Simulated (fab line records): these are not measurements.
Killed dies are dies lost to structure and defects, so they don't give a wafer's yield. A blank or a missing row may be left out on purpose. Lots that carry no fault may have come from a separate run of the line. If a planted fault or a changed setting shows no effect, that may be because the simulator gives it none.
The same fault as seen by 3 desks || flow nand-harc || numbers are kept per desk, each desk with only its own; the story behind them comes last

## THE DEFECT DESK
Per lot, the means of the sampled wafers with a number show what the inspections along the route counted. The brackets show how far a lot's mean lies from the usual mean; more than 4 standard deviations puts the lot out of limits, marked OUT.
Columns: A = raw-defect-count at NHARC_A_M1_INSPECT_11, usual 81
{"lot": "L422", "first seen here": "day 23 16:20", "A": 99}
{"lot": "L420", "first seen here": "day 24 17:22", "A": 80}
{"lot": "L427", "first seen here": "day 26 23:07", "A": 26}
{"lot": "L428", "first seen here": "day 27 09:55", "A": 79}
{"lot": "L435", "first seen here": "day 30 11:59", "A": 73}
{"lot": "L437", "first seen here": "day 31 19:29", "A": 55}
Result from this desk: across the 6 lots, nothing is out of limits.

## AT THE METROLOGY DESK
What the gauges read, lot by lot, whatever tool the lot ran on: means of the sampled wafers that have a number. The brackets show how far a lot's mean lies from the usual mean; more than 4 standard deviations puts the lot out of limits, marked OUT.
Columns: A = cd-nm at NHARC_A_M1_CD_MEAS_09, usual 120.1 nm; B = overlay-x-nm at NHARC_A_M1_OVL_MEAS_10, usual 0.1 nm; C = overlay-y-nm at NHARC_A_M1_OVL_MEAS_10, usual 0.0 nm; D = cd-nm at NHARC_A_M1_CD_MEAS_16, usual 120.0 nm; E = thk-nm at NHARC_A_M1_THK_MEAS_24, usual 154.6 nm; F = thk-nm at NHARC_A_BONDPAD_THK_MEAS_30, usual 199.9 nm
{"lot": "L422", "first seen here": "day 23 16:12", "A": 120.2, "B": 0.7, "C": 0.2, "D": 120.1, "E": 153.8, "F": 198.1}
{"lot": "L420", "first seen here": "day 24 17:14", "A": 119.8, "B": -0.1, "C": -0.5, "D": 119.6, "E": 155.2, "F": 197.4}
{"lot": "L427", "first seen here": "day 26 22:59", "A": 120.0, "B": -0.6, "C": -0.4, "D": 120.1, "E": 154.4, "F": 201.5}
{"lot": "L428", "first seen here": "day 27 09:47", "A": 120.6, "B": 0.1, "C": -0.7, "D": 120.5, "E": 155.8, "F": 198.8}
{"lot": "L435", "first seen here": "day 30 11:52", "A": 119.7, "B": -0.6, "C": -0.3, "D": 119.8, "E": 156.4, "F": 200.2}
{"lot": "L437", "first seen here": "day 31 19:21", "A": 120.0, "B": -1.1, "C": -0.6, "D": 120.2, "E": 152.8, "F": 200.6}
Result from this desk: across the 6 lots, nothing is out of limits.

## TOOL OWNER'S DESK, rie-diel-02
The tool's own readings at NHARC_A_M1_ETCH_35 (etches the open film in N2/H2, target depth 40 nm, overetch 12 nm, time 43.94 s): means of the sampled wafers that have a number, for each lot that ran on this tool. The brackets show how far a lot's mean lies from the usual mean; more than 4 standard deviations puts the lot out of limits, marked OUT.
Columns: A = drypump-motor-current-A at NHARC_A_M1_ETCH_35, usual 5.9 A; B = oes-product-au at NHARC_A_M1_ETCH_35, usual 1.002 a.u.; C = rf-vpp-V at NHARC_A_M1_ETCH_35, usual 430.6 V; D = showerhead-plenum-p-Torr at NHARC_A_M1_ETCH_35, usual 2.04 Torr; E = throttle-valve-pct at NHARC_A_M1_ETCH_35, usual 14.171 %
{"lot": "L420", "first seen here": "day 24 17:32", "A": 5.9, "B": 1.001, "C": 428.8, "D": 2.01, "E": 14.165}
{"lot": "L427", "first seen here": "day 26 23:15", "A": 5.6, "B": 0.996, "C": 428.8, "D": 1.99, "E": 14.168}
{"lot": "L428", "first seen here": "day 27 10:04", "A": 5.4, "B": 1.005, "C": 428.8, "D": 2.02, "E": 14.166}
{"lot": "L437", "first seen here": "day 31 19:38", "A": 5.8, "B": 1.011, "C": 430.5, "D": 2.04, "E": 14.182}
Result from this desk: across the 4 lots, nothing is out of limits.

## TAKEN TOGETHER
Nothing out of limits was seen by the defect desk.
Metrology desk: nothing out of limits seen.
The tool owner's desk saw nothing out of limits.

## WHAT WAS PUT IN BY THE SIMULATOR
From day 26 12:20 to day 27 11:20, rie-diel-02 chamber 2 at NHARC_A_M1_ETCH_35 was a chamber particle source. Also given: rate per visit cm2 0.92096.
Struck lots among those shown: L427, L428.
